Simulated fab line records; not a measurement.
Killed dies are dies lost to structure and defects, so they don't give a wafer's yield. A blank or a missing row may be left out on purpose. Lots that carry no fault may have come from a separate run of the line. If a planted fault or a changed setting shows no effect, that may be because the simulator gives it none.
Which of the tools did it?	flow nandHarc	10 lots, 30 wafers sampled, at 6 steps of a route of 1302

== WHAT THE GAUGES READ, wafer by wafer ==
NHARC_P_ZERO_WELL_INSPECT_43. Usual: rawDefectCount at 14, with a standard deviation of 6.
lot	measured	on	rawDefectCount	flag
L821	day 2 03:38	defectInspect-01	20 17 15	
L822	day 2 16:10	defectInspect-01	16 11 21	
L823	day 2 23:30	defectInspect-01	8 14 12	
L825	day 3 19:41	defectInspect-01	20 20 10	
L827	day 4 16:13	defectInspect-01	13 11 12	
L828	day 5 01:28	defectInspect-01	17 12 13	
L832	day 6 17:53	defectInspect-02	15 9 18	
L833	day 7 03:36	defectInspect-01	20 25 17	
L835	day 7 23:36	defectInspect-02	11 13 23	
L841	day 10 11:38	defectInspect-01	9 25 7	

NHARC_P_STI_CD_MEAS_09 targets a cd of 200 nm. Usual: cdNm at 199.4 nm, with a standard deviation of 2.4.
lot	measured	on	cdNm (nm)	flag
L821	day 2 23:04	cdSem-03	194.3 196.5 196.7	
L822	day 3 12:37	cdSem-03	203.8 202.6 203.5	
L823	day 3 15:26	cdSem-03	197.1 198.8 196.2	
L825	day 4 10:28	cdSem-03	197.3 205.8 203.7	
L827	day 5 07:07	cdSem-02	200.8 203.7 196.4	
L828	day 5 15:55	cdSem-03	203.0 198.2 199.3	
L832	day 7 09:47	cdSem-02	203.0 200.4 199.8	
L833	day 7 18:39	cdSem-03	200.7 202.5 201.1	
L835	day 8 15:24	cdSem-01	195.8 195.6 198.7	
L841	day 11 02:48	cdSem-01	186.1 191.4 195.3	OFF

NHARC_P_STI_OCD_MEAS_17. Usual: trenchDepthNm 300 nm, standard deviation 4.9; trenchFootCdNm 157.5 nm, standard deviation 2.4.
lot	measured	on	trenchDepthNm (nm)	trenchFootCdNm (nm)	flag
L821	day 2 23:53	ocd-02	291 302 299	154.0 153.7 154.7	
L822	day 3 13:23	ocd-02	309 305 307	160.5 159.5 160.3	
L823	day 3 16:13	ocd-02	299 309 297	155.7 156.3 155.8	
L825	day 4 11:44	ocd-01	299 298 305	155.3 163.4 161.0	
L827	day 5 07:55	ocd-01	305 298 307	158.1 161.6 153.4	
L828	day 5 16:45	ocd-02	306 296 304	160.3 156.7 156.7	
L832	day 7 10:34	ocd-02	296 302 296	161.9 157.9 158.5	
L833	day 7 19:26	ocd-02	301 290 302	158.3 161.8 159.1	
L835	day 8 16:11	ocd-02	297 296 303	153.4 154.2 156.3	
L841	day 11 03:35	ocd-02	306 303 300	142.7 148.8 153.1	OFF

== WHAT TOOL EACH LOT RAN ON (gives the tool, then ch and the chambers of the sampled wafers, and finally the start) ==
lot	NHARC_P_ZERO_WELL_ETCH_65	NHARC_P_ZERO_WELL_ETCH_62	NHARC_P_STI_EXPOSE_06
L821	rieDiel-11 ch 0,2, day 1 21:25	rieDiel-11 ch 0,1,2, day 2 03:38 or earlier	krfScanner-04 ch 0, day 2 22:55
L822	rieDiel-11 ch 1,2,3, day 2 10:07	rieDiel-11 ch 1,3, day 2 16:10 or earlier	krfScanner-02 ch 0, day 3 12:28
L823	rieDiel-11 ch 0,2,3, day 2 17:30	rieDiel-11 ch 1,3, day 2 23:30 or earlier	krfScanner-01 ch 0, day 3 15:17
L825	rieDiel-11 ch 1,2,3, day 3 13:29	rieDiel-11 ch 0,2,3, day 3 19:41 or earlier	krfScanner-01 ch 0, day 4 10:19
L827	rieDiel-01 ch 0,2,3, day 4 09:35	rieDiel-01 ch 0,1,2, day 4 16:13 or earlier	krfScanner-01 ch 0, day 5 06:58
L828	rieDiel-11 ch 0,1,3, day 4 19:22	rieDiel-11 ch 0,1,2, day 5 01:28 or earlier	krfScanner-02 ch 0, day 5 15:46
L832	rieDiel-11 ch 1,2,3, day 6 11:29	rieDiel-11 ch 0,1,3, day 6 17:53 or earlier	krfScanner-04 ch 0, day 7 09:38
L833	rieDiel-01 ch 0,1,2, day 6 21:40	rieDiel-01 ch 0,3, day 7 03:36 or earlier	krfScanner-04 ch 0, day 7 18:30
L835	rieDiel-08 ch 0,1,3, day 7 17:29	rieDiel-08 ch 0,1, day 7 23:36 or earlier	krfScanner-01 ch 0, day 8 15:15
L841	rieDiel-01 ch 0,1,3, day 10 05:29	rieDiel-01 ch 1,2,3, day 10 11:38 or earlier	krfScanner-02 ch 0, day 11 02:39
- NHARC_P_ZERO_WELL_ETCH_65: etches the open film in N2/H2, target depth 80 nm, overetch 24 nm, time 87.88 s.
- NHARC_P_ZERO_WELL_ETCH_62: etches the open film in CHF3/Ar, target depth 13 nm, time 6.5 s.
- NHARC_P_STI_EXPOSE_06: exposes mask P STI, target cd 200 nm.

== AS READ BY THE TOOLS THEMSELVES (means over the sampled wafers that have a number; for cases with no such wafer, the mark the record gives instead) ==
NHARC_P_ZERO_WELL_ETCH_65. Usual: biasW 150.0 W, standard deviation 0.45; drypumpMotorCurrentA 5.7 A, standard deviation 0.5; oesProductAu 1.004 a.u., standard deviation 0.0087; rfVppV 431.3 V, standard deviation 2.6; showerheadPlenumPTorr 2.07 Torr, standard deviation 0.092; throttleValvePct 14.171 %, standard deviation 0.0091.
lot	tool	biasW (W)	drypumpMotorCurrentA (A)	oesProductAu (a.u.)	rfVppV (V)	showerheadPlenumPTorr (Torr)	throttleValvePct (%)	flag
L821	rieDiel-11	150.3	5.8	0.999	433.7	2.13	14.170	
L822	rieDiel-11	150.2	5.2	1.009	432.4	2.13	14.167	
L823	rieDiel-11	150.4	5.7	1.004	433.6	2.15	14.167	
L825	rieDiel-11	149.9	5.2	1.008	433.1	2.13	14.166	
L827	rieDiel-01	149.9	5.8	0.997	428.3	1.94	14.172	
L828	rieDiel-11	149.8	5.7	1.000	433.1	2.12	14.176	
L832	rieDiel-11	149.8	5.2	1.018	432.8	2.12	14.160	
L833	rieDiel-01	150.1	5.9	1.014	428.6	1.97	14.164	
L835	rieDiel-08	150.0	5.6	1.004	432.2	2.10	14.168	
L841	rieDiel-01	150.0	5.7	0.996	428.3	1.99	14.163	

NHARC_P_ZERO_WELL_ETCH_62. Usual: biasW 200.1 W, standard deviation 0.59; drypumpMotorCurrentA 5.7 A, standard deviation 0.51; oesProductAu 0.964 a.u., standard deviation 0.016; rfVppV 371.2 V, standard deviation 2.2; showerheadPlenumPTorr 2.37 Torr, standard deviation 0.095; throttleValvePct 20.217 %, standard deviation 0.0094.
lot	tool	biasW (W)	drypumpMotorCurrentA (A)	oesProductAu (a.u.)	rfVppV (V)	showerheadPlenumPTorr (Torr)	throttleValvePct (%)	flag
L821	rieDiel-11	199.9	5.7	0.953	371.5	2.41	20.218	
L822	rieDiel-11	200.0	5.2	0.952	373.2	2.47	20.216	
L823	rieDiel-11	200.6	5.1	0.984	373.0	2.41	20.207	
L825	rieDiel-11	199.6	5.7	0.936	372.8	2.46	20.219	
L827	rieDiel-01	199.8	5.8	0.956	369.6	2.28	20.212	
L828	rieDiel-11	200.6	5.7	0.974	370.8	2.41	20.218	
L832	rieDiel-11	200.2	5.6	0.981	371.7	2.42	20.216	
L833	rieDiel-01	199.9	5.5	0.960	368.2	2.22	20.221	
L835	rieDiel-08	200.3	5.5	0.959	373.5	2.44	20.218	
L841	rieDiel-01	200.0	5.9	0.978	370.2	2.30	20.221	

NHARC_P_STI_EXPOSE_06. Usual: exposureDoseMJCm2 37.66, standard deviation 0.044; reticleTempC 22.99 C, standard deviation 0.097.
lot	tool	exposureDoseMJCm2	reticleTempC (C)	flag
L821	krfScanner-04	37.64	23.00	
L822	krfScanner-02	37.65	23.06	
L823	krfScanner-01	37.69	22.99	
L825	krfScanner-01	37.67	22.87	
L827	krfScanner-01	37.76	22.89	
L828	krfScanner-02	37.64	23.00	
L832	krfScanner-04	37.63	23.06	
L833	krfScanner-04	37.60	22.98	
L835	krfScanner-01	37.68	22.96	
L841	krfScanner-02	37.95	23.05	OFF

== THE ANSWER, worked out from the rows above alone ==
Rule: take the mean of a lot's wafers that have a number; if it is more than 3 standard deviations from the usual mean, the lot is off. Also off: a lot with no number at a reading for which 4 or more lots have one. Where the step has rows for the other lots, those lots are counted as sound. Order of review: gauges by route order, followed by the tools' own readings, for which a lot's mean as printed above is used. The first step at which some lot is off is used, and at that step the reading that is off furthest; a lot without a number counts as furthest.
Off, at NHARC_P_STI_CD_MEAS_09 on cdNm: L841.
If a tool, at a process step before that reading, ran all the lots that are off and no sound lot after the first of them, it fits. Not tried: the gauges at NHARC_P_STI_CD_MEAS_09; whatever is off there is also off at NHARC_P_STI_OCD_MEAS_17, on other tools, and gauge error can't account for it. Because NHARC_P_ZERO_WELL_ETCH_62 lacks a start for some lots, the hours and order of its lots are taken from NHARC_P_ZERO_WELL_INSPECT_43. This does not decide it: 2 tools fit, namely rieDiel-01 at NHARC_P_ZERO_WELL_ETCH_65 and NHARC_P_ZERO_WELL_ETCH_62 and krfScanner-02 at NHARC_P_STI_EXPOSE_06.

== WHAT THE SIMULATOR PUT IN ==
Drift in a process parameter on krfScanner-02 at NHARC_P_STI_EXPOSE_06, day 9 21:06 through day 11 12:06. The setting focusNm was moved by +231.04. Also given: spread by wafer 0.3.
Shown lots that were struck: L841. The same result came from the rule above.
